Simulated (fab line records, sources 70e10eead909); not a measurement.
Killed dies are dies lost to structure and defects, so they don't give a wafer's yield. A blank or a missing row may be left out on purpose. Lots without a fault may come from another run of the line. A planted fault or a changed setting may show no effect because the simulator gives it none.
fab line records | flow nand_harc
record lots=11 wafers=33 last_day=24
route steps=1159 shown A_M1@1040 A_BONDPAD@1059 END@1159
lots that met no fault: from a run of the same line without faults
start_h: hours from the record's first day to the start of the lot's first wafer shown | wait_h: hours since the lot's step before | " the same as in the row above | L1.1+2: a row that stands for several wafers | - no value, or no start given | * or withheld: withheld | < > ~ a bound
route shown NAME@n: a module of which the file shows steps, and the number in the route of the first | usual: mean/standard deviation of fault-free wafers | same: alike in all rows | chamber/n: place in a boat | sites: the reading at each site | _std_site: their standard deviation | _edge_site: outer sites' mean less inner sites' | radius_mm: how far each site lies from the wafer's centre | mask NAME#n: copy n | behind: the tool/chamber that last shaped the wafer | hold: why the lot was held/for how many hours/how that ended | device: the transistor (n, p or np) that didn't switch | end of line: the same wafers' tests at the end of the route | a step without rows: its recipe alone | killed: dies lost to structure and defects at the first sort, not the wafer's yield | map: a wafer's dies, x killed, . not, _ none there
set.NAME: the setting as run; set.NAME@STEP: as run at that earlier step | model.NAME: the simulator's own value behind a step, which no gauge read
steps of the route over a sample of lots; a table a step, a row a wafer
services: from which hour (start_h, from the record's first day; less than 0 if before it) a tool's chamber was out of use, for how many hours, and why
## steps
# step NHARC_A_M1_ETCH_35
# recipe target_depth_a=400 overetch_a=120 time_s=43.94 ion_energy_ev=200 n2_flow_sccm=150 h2_flow_sccm=150 ar_flow_sccm=0 rf_w=400 bias_w=150 chemistry=N2/H2
# usual drypump_motor_current_A=5.8/0.38 h2_flow_sccm=150.0/0.46 oes_product_au=0.998/0.012 rf_vpp_V=431.7/1.9 showerhead_plenum_p_Torr=2.08/0.06 throttle_valve_pct=14.170/0.0096
# columns lot.wafer tool chamber start_h wait_h drypump_motor_current_A h2_flow_sccm oes_product_au rf_hours_counter_h rf_vpp_V showerhead_plenum_p_Torr throttle_valve_pct
L283.1 rie_diel-02 1 393.32 0.1 6.1 149.8 0.993 2 433.7 2.12 14.185
L283.5 " 0 " " 5.5 150.0 1.012 - 430.9 2.05 14.159
L283.6 " 1 " " 6.2 150.2 0.978 - 432.3 2.12 14.167
L284.1 rie_diel-06 2 410.52 0.1 5.4 150.5 1.011 4 432.2 2.10 14.179
L284.3 " 3 " " 6.0 150.7 0.988 4 434.3 2.18 14.167
L284.6 " 2 " " 5.4 149.9 1.007 - 431.1 2.10 14.162
L293.2 rie_diel-08 1 457.45 0.1 5.7 149.8 1.008 9 428.8 2.01 14.155
L293.4 " 2 " " 5.8 150.1 0.979 10 430.6 2.04 14.170
L293.6 " 0 " " 5.1 150.4 0.969 - 430.8 2.08 14.176
L290.2 rie_diel-06 2 459.02 0.1 5.4 150.6 0.989 1 431.8 2.10 14.177
L290.3 " 0 " " 5.8 149.8 1.008 1 433.8 2.11 14.177
L290.6 " 2 " " 5.4 149.7 0.989 - 430.2 2.10 14.166
L295.1 rie_diel-06 0 477.16 0.1 5.8 149.9 1.001 1 434.1 2.11 14.171
L295.2 " 1 " " 6.3 150.7 0.994 1 430.3 2.01 14.183
L295.5 " 1 " " 6.3 150.0 0.990 - 429.7 2.01 14.165
L296.1 rie_diel-02 2 477.33 0.1 6.1 150.2 0.993 10 433.5 2.13 14.170
L296.4 " 3 " " 6.0 150.6 0.998 11 428.5 1.99 14.163
L296.6 " 0 " " 5.4 149.7 1.000 - 429.9 2.05 14.181
L299.3 rie_diel-08 3 509.83 0.1 5.0 150.0 1.011 2 433.0 2.14 14.164
L299.1 " 0 " " 5.1 150.8 0.980 2 432.1 2.08 14.182
L299.6 " 3 " " 5.0 149.6 1.022 - 432.3 2.14 14.181
L302.4 rie_diel-08 0 518.92 0.1 5.1 150.4 0.982 3 431.7 2.08 14.172
L302.3 " 2 " " 5.8 149.7 0.991 3 429.7 2.04 14.176
L302.2 " 3 " " 5.0 149.5 1.005 3 434.2 2.14 14.164
L303.1 rie_diel-02 3 527.32 0.1 6.0 149.9 1.009 2 429.6 1.98 14.174
L303.2 " 1 " " 6.2 150.0 0.981 1 433.2 2.11 14.172
L303.5 " 0 " " 5.5 149.6 1.008 - 430.3 2.05 14.165
L304.1 rie_diel-06 3 527.87 0.1 6.0 150.3 1.008 2 435.0 2.18 14.190
L304.3 " 1 " " 6.2 150.6 1.010 2 428.9 2.01 14.185
L304.6 " 3 " " 6.0 150.3 1.002 - 435.0 2.18 14.173
L305.1 rie_diel-06 2 532.34 0.1 5.4 150.5 0.983 2 432.9 2.10 14.173
L305.2 " 1 " " 6.2 149.0 1.007 2 430.7 2.01 14.178
L305.6 " 2 " " 5.4 150.8 0.991 - 431.5 2.10 14.169
# step NHARC_A_M1_PVD_21
# recipe target_thk_a=300 chamber_pressure_pa=5 power_w=5000 substrate_temp_c=30 time_s=20.49 material=Cu
# usual throttle_valve_pct=30.4/1.1
# columns lot.wafer tool chamber start_h wait_h throttle_valve_pct
L283.1 pvd_sputter-03 - - - 31.2
L283.5 " - " " 27.9
L283.6 " - " " 31.3
L284.3 pvd_sputter-01 - - - 30.8
L284.1 " - " " 30.0
L284.6 " - " " 29.3
L293.4 pvd_sputter-02 - - - 29.6
L293.2 " - " " 31.5
L293.6 " - " " 31.6
L290.2 pvd_sputter-02 - - - 31.5
L290.3 " - " " 29.7
L290.6 " - " " 31.5
L295.1 pvd_sputter-03 - - - 30.7
L295.2 " - " " 30.8
L295.5 " - " " 28.0
L296.1 pvd_sputter-02 - - - 29.4
L296.4 " - " " 31.6
L296.6 " - " " 30.5
L299.3 pvd_sputter-03 - - - 27.9
L299.1 " - " " 31.1
L299.6 " - " " 30.7
L302.2 pvd_sputter-02 - - - 30.6
L302.4 " - " " 31.2
L302.3 " - " " 29.6
L303.1 pvd_sputter-02 - - - 31.6
L303.2 " - " " 30.6
L303.5 " - " " 31.6
L304.3 pvd_sputter-01 - - - 30.3
L304.1 " - " " 29.8
L304.6 " - " " 30.5
L305.1 pvd_sputter-03 - - - 31.0
L305.2 " - " " 27.8
L305.6 " - " " 30.8
# step NHARC_A_M1_INSPECT_27
# usual raw_defect_count=482/140
# columns lot.wafer tool chamber start_h wait_h raw_defect_count
L283.1 defect_inspect-01 - 396.13 0.0 681
L283.5 " - " " 506
L283.6 " - " " 523
L284.1 defect_inspect-02 - 413.03 0.0 403
L284.3 " - " " 218
L284.6 " - " " 446
L293.2 defect_inspect-02 - 460.43 0.0 592
L293.4 " - " " 596
L293.6 " - " " 650
L290.2 defect_inspect-02 - 461.50 0.0 457
L290.3 " - " " 382
L290.6 " - " " 416
L295.1 defect_inspect-01 - 479.65 0.0 554
L295.2 " - " " 310
L295.5 " - " " 426
L296.1 defect_inspect-02 - 479.87 0.0 437
L296.4 " - " " 629
L296.6 " - " " 449
L299.1 defect_inspect-01 - 512.34 0.0 464
L299.3 " - " " 345
L299.6 " - " " 429
L302.2 defect_inspect-01 - 521.40 0.0 515
L302.3 " - " " 512
L302.4 " - " " 935
L303.1 defect_inspect-02 - 529.84 0.0 568
L303.2 " - " " 478
L303.5 " - " " 391
L304.1 defect_inspect-01 - 530.36 0.0 400
L304.3 " - " " 447
L304.6 " - " " 588
L305.1 defect_inspect-02 - 535.05 0.0 338
L305.2 " - " " 441
L305.6 " - " " 381
# step NHARC_A_BONDPAD_DEP_00
# recipe target_thk_a=2500 temp_c=370 target_thk_nm=250 pressure_torr=3 flow_sccm=200 rf_w=450 material=SiCN
# usual chamber_pressure_Torr=3.000/0.0065 heater_power_outer_w=330/45 heater_power_w=586/92 showerhead_vpp_V=1318/82 susceptor_temp_C=369.98/0.22
# columns lot.wafer tool chamber start_h wait_h chamber_pressure_Torr heater_power_outer_w heater_power_w showerhead_vpp_V susceptor_temp_C
L283.1 pecvd-03 1 396.94 - 2.996 363 610 1495 369.68
L283.6 " 2 " " 2.992 314 577 1323 369.85
L283.5 " 0 " " 2.992 356 600 1476 369.98
L284.3 pecvd-02 0 413.77 - 2.986 240 423 1271 370.05
L284.1 " 1 " " 2.996 351 689 1304 369.87
L284.6 " 2 " " 2.998 369 656 1254 369.91
L293.2 pecvd-01 0 461.18 - - - - - -
L293.4 " 2 " " - - - - -
L293.6 " 0 " " - - - - -
L290.2 pecvd-02 0 462.23 - - - - - -
L290.3 " 2 " " - - - - -
L290.6 " 2 " " - - - - -
L295.1 pecvd-02 2 480.35 - 3.009 288 549 1249 370.13
L295.2 " 1 " " 3.000 415 787 1318 369.73
L295.5 " 1 " " 3.005 410 783 1286 370.05
L296.1 pecvd-02 1 480.69 - 3.005 432 794 1292 369.88
L296.4 " 1 " " 3.011 440 812 1314 369.74
L296.6 " 0 " " 2.994 276 479 1263 370.17
L299.3 pecvd-02 1 513.29 - 3.012 442 837 1304 369.91
L299.1 " 2 " " 3.001 354 653 1246 370.23
L299.6 " 1 " " 3.014 328 671 1283 369.98
L302.2 pecvd-01 2 522.27 - 3.002 273 489 1314 369.89
L302.3 " 0 " " 2.996 351 528 1225 370.09
L302.4 " 2 " " 3.005 284 491 1311 369.96
L303.2 pecvd-02 2 530.54 - 2.996 345 614 1247 369.94
L303.1 " 1 " " 2.997 328 675 1318 370.27
L303.5 " 1 " " 2.993 345 684 1326 369.83
L304.3 pecvd-02 0 531.06 - 3.000 240 417 1213 369.81
L304.1 " 2 " " 2.990 282 548 1266 369.78
L304.6 " 2 " " 2.999 283 569 1256 369.87
L305.2 pecvd-02 0 535.79 - 3.010 301 506 1255 370.24
L305.1 " 1 " " 3.003 398 756 1276 369.80
L305.6 " 0 " " 2.996 309 508 1242 369.77
# step NHARC_END_SORT_01
# recipe temp_c=25
# usual defect_limited_yield=95.3/1.5 killed_at_array=28/10 killed_at_other=0.6/1.1 killed_at_periphery=3.6/2.6 killed_dies=32/10 killed_open=3.3/1.8 killed_short=1.9/1.4 sort_bin_2_pct=1.5/0.61 sort_bin_3_pct=0.27/0.2 sort_bin_4_pct=3.0/1 sort_n_pass=645/10 sort_rim_yield_pct=97.3/1.9 sort_yield_pct=95.3/1.5
# same gross_dies=677 sort_bin_5_pct[%]=0 sort_bin_6_pct[%]=0 sort_bin_7_pct[%]=0 sort_bin_8_pct[%]=0 sort_rim_n_gross=106.00
# columns lot.wafer tool chamber start_h wait_h defect_limited_yield[%] killed_at_array killed_at_other killed_at_periphery killed_dies killed_open killed_short sort_bin_2_pct[%] sort_bin_3_pct[%] sort_bin_4_pct[%] sort_n_pass sort_rim_yield_pct[%] sort_yield_pct[%]
L283.1 prober-02 0 428.64 2.5 94.7 31 1 4 36 5 0 0.9 0.15 4.3 641 95.3 94.7
L283.5 prober-02 0 431.85 3.7 94.7 34 0 2 36 0 4 1.5 0.15 3.7 641 97.2 94.7
L283.6 prober-02 0 432.65 4.0 95.4 27 0 4 31 4 2 1.0 0.44 3.1 646 96.2 95.4
L284.1 prober-01 0 456.56 2.5 97.5 14 0 3 17 7 1 1.0 0.15 1.3 660 99.1 97.5
L284.3 prober-01 0 458.16 3.1 98.1 8 0 5 13 3 1 0.7 0 1.2 664 99.1 98.1
L284.6 prober-01 0 460.57 4.0 96.3 24 0 1 25 8 1 1.3 0.30 2.1 652 97.2 96.3
L293.2 prober-01 0 493.32 2.8 0 674 0 3 677 3 1 98.5 0.30 1.2 0 0 0
L293.4 prober-01 0 494.91 3.4 0 674 3 0 677 6 2 97.6 0 2.4 0 0 0
L293.6 prober-01 0 496.50 4.0 0 670 3 4 677 3 4 97.5 0.30 2.2 0 0 0
L290.2 prober-02 0 493.34 2.8 0 671 0 6 677 3 3 97.0 0.30 2.7 0 0 0
L290.3 prober-02 0 494.14 3.1 0 670 2 5 677 5 3 96.5 0.15 3.4 0 0 0
L290.6 prober-02 0 496.55 4.0 0 673 0 4 677 4 2 96.9 0.44 2.7 0 0 0
L295.1 prober-02 0 513.74 2.5 95.0 31 1 2 34 2 1 1.6 0.30 3.1 643 99.1 95.0
L295.2 prober-02 0 514.55 2.8 96.2 24 0 2 26 2 1 2.1 0.30 1.5 651 100.0 96.2
L295.5 prober-02 0 516.97 3.7 96.5 21 0 3 24 3 2 1.0 0.15 2.4 653 99.1 96.5
L296.1 prober-01 0 513.77 2.5 94.8 33 1 1 35 4 3 1.5 0 3.7 642 95.3 94.8
L296.4 prober-01 0 516.15 3.4 94.8 32 0 3 35 5 1 1.6 0 3.5 642 96.2 94.8
L296.6 prober-01 0 517.74 4.0 95.1 26 0 7 33 6 1 1.9 0.15 2.8 644 95.3 95.1
L299.1 prober-02 0 547.82 2.5 96.5 21 0 3 24 5 1 1.3 0 2.2 653 97.2 96.5
L299.3 prober-02 0 549.42 3.1 96.2 21 0 5 26 3 1 1.0 0 2.8 651 96.2 96.2
L299.6 prober-02 0 551.82 4.0 95.4 25 0 6 31 3 4 1.3 0.30 3.0 646 94.3 95.4
L302.2 prober-01 0 555.85 2.8 91.4 55 2 1 58 6 5 2.7 0.44 5.5 619 91.5 91.4
L302.3 prober-01 0 556.65 3.1 94.1 40 0 0 40 3 1 2.5 0.15 3.2 637 98.1 94.1
L302.4 prober-01 0 557.46 3.4 93.4 44 0 1 45 5 0 1.8 0.44 4.4 632 96.2 93.4
L304.1 prober-02 0 563.44 2.5 94.2 38 0 1 39 3 1 2.4 0 3.4 638 98.1 94.2
L304.3 prober-02 0 565.07 3.1 94.7 34 0 2 36 3 3 1.3 0.15 3.8 641 98.1 94.7
L304.6 prober-02 0 567.51 4.1 94.4 35 1 2 38 2 2 1.2 0.15 4.3 639 100.0 94.4
L303.1 prober-01 0 565.72 5.4 95.6 30 0 0 30 5 1 1.2 0.15 3.1 647 99.1 95.6
L303.2 prober-01 0 566.53 5.7 94.5 34 0 3 37 3 7 2.1 0.30 3.1 640 95.3 94.5
L303.5 prober-01 0 568.96 6.6 96.0 26 0 1 27 2 0 1.0 0.30 2.7 650 100.0 96.0
L305.1 prober-02 0 571.33 2.5 91.7 41 0 15 56 1 3 1.6 0.59 6.1 621 98.1 91.7
L305.2 prober-02 0 572.13 2.8 91.7 50 0 6 56 3 2 3.0 0.59 4.7 621 92.5 91.7
L305.6 prober-02 0 575.31 4.0 93.2 38 0 8 46 1 4 2.4 0.44 4.0 631 94.3 93.2
# killed by level:class
L283.1 A_CHANNEL_HOLE_D1:chamber_film_flake=14 A_SLIT:chamber_film_flake=10 A_CONTACT:chamber_film_flake=3 P_ZERO_WELL:chamber_film_flake=2 P_CONTACT:geometric_particle:open=1 A_CHANNEL_FILL_D1:geometric_particle:open=1 A_CONTACT:geometric_particle:open=1 A_BLC:geometric_particle:open=1
L283.5 A_SLIT:chamber_film_flake=14 A_CHANNEL_HOLE_D1:chamber_film_flake=11 A_CONTACT:chamber_film_flake=3 A_ONON_D1:geometric_particle:short=2 A_STAIRCASE:chamber_film_flake=2 A_CHANNEL_FILL_D1:geometric_particle:short=1 A_SGD_CUT:geometric_particle:short=1 P_GATE:chamber_film_flake=1
L283.6 A_CHANNEL_HOLE_D1:chamber_film_flake=10 A_SLIT:chamber_film_flake=6 A_STAIRCASE:chamber_film_flake=4 A_WL_FILL:geometric_particle:open=2 A_CONTACT:geometric_particle:open=2 P_STI:chamber_film_flake=2 P_CONTACT:geometric_particle:short=1 A_CHANNEL_FILL_D1:geometric_particle:short=1
L284.1 A_STAIRCASE:chamber_film_flake=3 A_CONTACT:geometric_particle:open=2 A_CHANNEL_HOLE_D1:chamber_film_flake=2 P_M0:geometric_particle:open=1 A_ONON_D1:geometric_particle:open=1 A_CHANNEL_HOLE_D1:geometric_particle:short=1 A_CHANNEL_HOLE_D1:geometric_particle:open=1 A_BLC:geometric_particle:open=1
L284.3 P_STI:chamber_film_flake=3 A_STAIRCASE:chamber_film_flake=2 A_SGD_CUT:chamber_film_flake=2 P_M2:geometric_particle:open=1 A_CHANNEL_FILL_D1:geometric_particle:short=1 A_CHANNEL_FILL_D1:geometric_particle:open=1 A_CONTACT:geometric_particle:open=1 P_M1:chamber_film_flake=1
L284.6 A_ONON_D1:geometric_particle:open=4 A_CONTACT:geometric_particle:open=4 A_STAIRCASE:chamber_film_flake=4 A_WL_FILL:chamber_film_flake=4 A_CONTACT:chamber_film_flake=4 A_CHANNEL_HOLE_D1:chamber_film_flake=2 A_ONON_D1:geometric_particle:short=1 P_STI:chamber_film_flake=1
L293.2 A_BONDPAD:area_dep=662 A_CONTACT:chamber_film_flake=4 A_ZERO_WELL:chamber_film_flake=3 A_CHANNEL_HOLE_D1:chamber_film_flake=2 P_GATE:geometric_particle:open=1 A_STAIRCASE:geometric_particle:open=1 A_WL_FILL:geometric_particle:short=1 A_CONTACT:geometric_particle:open=1
L290.2 A_BONDPAD:area_dep=646 A_CHANNEL_HOLE_D1:chamber_film_flake=17 A_CONTACT:chamber_film_flake=2 P_GATE:geometric_particle:short=1 P_GATE:geometric_particle:open=1 P_M0:geometric_particle:open=1 P_M2:geometric_particle:open=1 A_CHANNEL_HOLE_D1:geometric_particle:short=1
L290.3 A_BONDPAD:area_dep=640 A_CHANNEL_HOLE_D1:chamber_film_flake=12 P_M1:chamber_film_flake=3 A_CHANNEL_FILL_D1:chamber_film_flake=3 A_STAIRCASE:chamber_film_flake=2 A_WL_FILL:chamber_film_flake=2 A_CONTACT:chamber_film_flake=2 THIN_TSV:chamber_film_flake=2
L293.4 A_BONDPAD:area_dep=647 A_CHANNEL_HOLE_D1:chamber_film_flake=5 A_CONTACT:chamber_film_flake=5 A_CONTACT:geometric_particle:open=3 A_ZERO_WELL:chamber_film_flake=3 A_STAIRCASE:chamber_film_flake=3 THIN_TSV:chamber_film_flake=3 A_ONON_D1:geometric_particle:short=1
L293.6 A_BONDPAD:area_dep=654 A_CONTACT:chamber_film_flake=5 A_CONTACT:geometric_particle:open=3 A_CHANNEL_HOLE_D1:chamber_film_flake=3 THIN_TSV:chamber_film_flake=3 P_GATE:chamber_film_flake=2 A_STAIRCASE:chamber_film_flake=2 P_STI:geometric_particle:short=1
L290.6 A_BONDPAD:area_dep=648 A_CHANNEL_HOLE_D1:chamber_film_flake=12 A_CONTACT:chamber_film_flake=4 P_M0:geometric_particle:open=2 P_M1:chamber_film_flake=2 A_WL_FILL:chamber_film_flake=2 A_CHANNEL_FILL_D1:geometric_particle:short=1 A_WL_FILL:geometric_particle:short=1
L295.1 A_CHANNEL_HOLE_D1:chamber_film_flake=19 A_CHANNEL_FILL_D1:chamber_film_flake=3 A_WL_FILL:chamber_film_flake=3 A_CONTACT:chamber_film_flake=3 P_M0:geometric_particle:open=1 A_CHANNEL_FILL_D1:geometric_particle:short=1 A_M1:geometric_particle:open=1 P_GATE:chamber_film_flake=1
L296.1 A_SLIT:chamber_film_flake=12 A_CHANNEL_HOLE_D1:chamber_film_flake=5 A_STAIRCASE:chamber_film_flake=4 A_CONTACT:geometric_particle:open=3 A_ONON_D1:geometric_particle:short=2 A_WL_FILL:chamber_film_flake=2 A_CONTACT:chamber_film_flake=2 A_CHANNEL_FILL_D1:geometric_particle:short=1
L295.2 A_CHANNEL_HOLE_D1:chamber_film_flake=13 A_STAIRCASE:chamber_film_flake=4 A_CHANNEL_FILL_D1:chamber_film_flake=2 A_CONTACT:chamber_film_flake=2 P_CONTACT:geometric_particle:short=1 A_WL_FILL:geometric_particle:open=1 A_BLC:geometric_particle:open=1 P_BONDPAD:chamber_film_flake=1
L296.4 A_SLIT:chamber_film_flake=13 A_CHANNEL_HOLE_D1:chamber_film_flake=6 A_STAIRCASE:chamber_film_flake=4 A_WL_FILL:chamber_film_flake=4 A_CONTACT:geometric_particle:open=2 P_GATE:geometric_particle:open=1 P_CONTACT:geometric_particle:open=1 A_SGD_CUT:geometric_particle:short=1
L295.5 A_CHANNEL_HOLE_D1:chamber_film_flake=15 P_GATE:chamber_film_flake=2 P_CONTACT:geometric_particle:short=1 A_ONON_D1:geometric_particle:short=1 A_WL_FILL:geometric_particle:open=1 A_CONTACT:geometric_particle:open=1 A_M0:geometric_particle:open=1 A_STAIRCASE:chamber_film_flake=1
L296.6 A_SLIT:chamber_film_flake=15 P_ZERO_WELL:chamber_film_flake=2 A_CHANNEL_HOLE_D1:chamber_film_flake=2 A_WL_FILL:chamber_film_flake=2 A_CONTACT:chamber_film_flake=2 P_STI:geometric_particle:open=1 P_GATE:geometric_particle:open=1 P_M0:geometric_particle:short=1
L299.1 A_CHANNEL_HOLE_D1:chamber_film_flake=4 A_SGD_CUT:chamber_film_flake=4 A_WL_FILL:chamber_film_flake=4 P_CONTACT:geometric_particle:open=2 A_CONTACT:geometric_particle:open=2 A_STAIRCASE:chamber_film_flake=2 A_CONTACT:chamber_film_flake=2 A_M0:geometric_particle:open=1
L299.3 A_STAIRCASE:chamber_film_flake=8 A_CHANNEL_HOLE_D1:chamber_film_flake=5 A_CONTACT:chamber_film_flake=3 A_SGD_CUT:chamber_film_flake=2 P_GATE:geometric_particle:open=1 P_M1:geometric_particle:open=1 P_M2:geometric_particle:open=1 A_CHANNEL_FILL_D1:geometric_particle:short=1
L299.6 P_M0:chamber_film_flake=4 A_CHANNEL_HOLE_D1:chamber_film_flake=4 A_STAIRCASE:chamber_film_flake=4 A_SGD_CUT:chamber_film_flake=3 A_CONTACT:geometric_particle:short=2 A_ZERO_WELL:chamber_film_flake=2 A_SLIT:chamber_film_flake=2 A_CONTACT:chamber_film_flake=2
L302.2 A_CHANNEL_HOLE_D1:chamber_film_flake=22 A_SLIT:chamber_film_flake=17 A_STAIRCASE:chamber_film_flake=4 A_CONTACT:geometric_particle:open=3 A_CONTACT:geometric_particle:short=2 A_SGD_CUT:geometric_particle:short=1 A_WL_FILL:geometric_particle:open=1 A_WL_FILL:geometric_particle:short=1
L302.3 A_CHANNEL_HOLE_D1:chamber_film_flake=18 A_SLIT:chamber_film_flake=8 A_STAIRCASE:chamber_film_flake=4 A_CONTACT:chamber_film_flake=4 A_ZERO_WELL:chamber_film_flake=2 A_CONTACT:geometric_particle:open=1 A_M0:geometric_particle:open=1 A_M0:geometric_particle:short=1
L302.4 A_CHANNEL_HOLE_D1:chamber_film_flake=22 A_SLIT:chamber_film_flake=12 A_STAIRCASE:chamber_film_flake=3 A_CONTACT:geometric_particle:open=2 A_CONTACT:chamber_film_flake=2 P_CONTACT:geometric_particle:open=1 A_CHANNEL_FILL_D1:geometric_particle:open=1 A_SGD_CUT:geometric_particle:open=1
L304.1 A_CHANNEL_HOLE_D1:chamber_film_flake=22 A_CONTACT:chamber_film_flake=8 A_ONON_D1:geometric_particle:open=2 A_STAIRCASE:chamber_film_flake=2 A_WL_FILL:geometric_particle:short=1 A_CONTACT:geometric_particle:open=1 P_GATE:chamber_film_flake=1 A_WL_FILL:chamber_film_flake=1
L304.3 A_CHANNEL_HOLE_D1:chamber_film_flake=19 A_ZERO_WELL:chamber_film_flake=3 A_CHANNEL_FILL_D1:chamber_film_flake=2 A_SLIT:chamber_film_flake=2 A_CONTACT:chamber_film_flake=2 P_M1:geometric_particle:open=1 A_SOURCE_PLATE:geometric_particle:open=1 A_ONON_D1:geometric_particle:short=1
L303.1 A_SLIT:chamber_film_flake=12 A_CHANNEL_HOLE_D1:chamber_film_flake=8 A_CONTACT:geometric_particle:open=3 A_ONON_D1:geometric_particle:open=2 A_CONTACT:chamber_film_flake=2 A_CONTACT:geometric_particle:short=1 A_CHANNEL_FILL_D1:chamber_film_flake=1 A_STAIRCASE:chamber_film_flake=1
L303.2 A_SLIT:chamber_film_flake=14 A_CHANNEL_HOLE_D1:chamber_film_flake=8 A_CONTACT:geometric_particle:short=3 A_WL_FILL:geometric_particle:short=2 A_M1:geometric_particle:open=2 A_CONTACT:chamber_film_flake=2 P_CONTACT:geometric_particle:short=1 A_ONON_D1:geometric_particle:short=1
L304.6 A_CHANNEL_HOLE_D1:chamber_film_flake=26 A_CONTACT:chamber_film_flake=3 P_M0:geometric_particle:open=2 A_WL_FILL:chamber_film_flake=2 A_CHANNEL_FILL_D1:geometric_particle:short=1 A_WL_FILL:geometric_particle:short=1 A_CHANNEL_FILL_D1:chamber_film_flake=1 A_STAIRCASE:chamber_film_flake=1
L303.5 A_SLIT:chamber_film_flake=15 A_CHANNEL_HOLE_D1:chamber_film_flake=4 A_STAIRCASE:chamber_film_flake=3 P_M1:geometric_particle:open=1 A_M0:geometric_particle:open=1 A_CHANNEL_FILL_D1:chamber_film_flake=1 A_SGD_CUT:chamber_film_flake=1 A_CONTACT:chamber_film_flake=1
L305.1 A_SLIT:chamber_film_flake=20 A_CHANNEL_HOLE_D1:chamber_film_flake=10 P_M2:chamber_film_flake=8 A_CONTACT:chamber_film_flake=5 P_GATE:chamber_film_flake=3 A_CHANNEL_FILL_D1:geometric_particle:short=2 P_ZERO_WELL:chamber_film_flake=2 A_STAIRCASE:chamber_film_flake=2
L305.2 A_CHANNEL_HOLE_D1:chamber_film_flake=18 A_SLIT:chamber_film_flake=16 A_CONTACT:chamber_film_flake=8 P_ZERO_WELL:chamber_film_flake=2 P_GATE:chamber_film_flake=2 P_M2:chamber_film_flake=2 A_STAIRCASE:chamber_film_flake=2 A_ONON_D1:geometric_particle:open=1
L305.6 A_SLIT:chamber_film_flake=20 A_CHANNEL_HOLE_D1:chamber_film_flake=8 A_CONTACT:chamber_film_flake=4 P_M2:chamber_film_flake=3 A_STAIRCASE:chamber_film_flake=3 P_GATE:chamber_film_flake=2 P_GATE:geometric_particle:short=1 P_M1:geometric_particle:open=1
## services
# columns tool chamber start_h hours kind
pecvd-02 0 371.04 - calibration
rie_diel-06 0 372.70 - clean
rie_diel-06 1 372.70 - clean
rie_diel-08 1 374.74 5.0 repair
pvd_sputter-02 - 392.06 10.0 pm
rie_diel-06 - 418.20 9.0 pm
pecvd-01 - 418.21 13.0 pm
pecvd-03 0 420.83 2.2 repair
rie_diel-08 0 451.13 4.8 repair
pvd_sputter-03 - 458.02 10.0 pm
pecvd-03 - 473.12 13.0 pm
rie_diel-06 0 478.18 7.4 repair
rie_diel-08 - 478.80 9.0 pm
rie_diel-06 2 503.02 16.0 repair
rie_diel-02 - 505.14 9.0 pm
pvd_sputter-01 - 514.00 10.0 pm
pecvd-02 - 515.67 13.0 pm
pecvd-02 0 515.67 13.0 vent_cycle
pecvd-02 1 515.67 13.0 vent_cycle
pecvd-02 2 515.67 13.0 vent_cycle
pecvd-02 0 528.67 - clean
pecvd-02 1 528.67 - clean
pecvd-02 2 528.67 - clean
pvd_sputter-01 - 530.50 4.3 repair
## key
first_sign step=NHARC_A_BONDPAD_DEP_00 reading=tool_record direction=missing
effect step=NHARC_END_SORT_01 reading=sort_bin_2_pct direction=up sigmas=99+ usual=1.5 struck=97.3
more_kills_born_at NHARC_A_BONDPAD_DEP_00@pecvd-01=1963 NHARC_A_BONDPAD_DEP_00@pecvd-02=1934
met_at NHARC_A_BONDPAD_DEP_00
struck_lots L290,L293
later_rows_left_out L290.2,L290.3,L290.6,L293.2,L293.4,L293.6
not_acting_at NHARC_A_M1_ETCH_35,NHARC_A_M1_PVD_21,NHARC_A_M1_INSPECT_27
onset_between 413.77 461.18
fault kind=skipped_step_whole tool=pecvd-01,pecvd-02 chamber=- onset_h=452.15 steps=NHARC_A_BONDPAD_DEP_00 scope=struck_lots_only
# later_rows_left_out: the simulator's readings of these wafers behind a module that went badly wrong aren't trusted and aren't shown, but for the sort
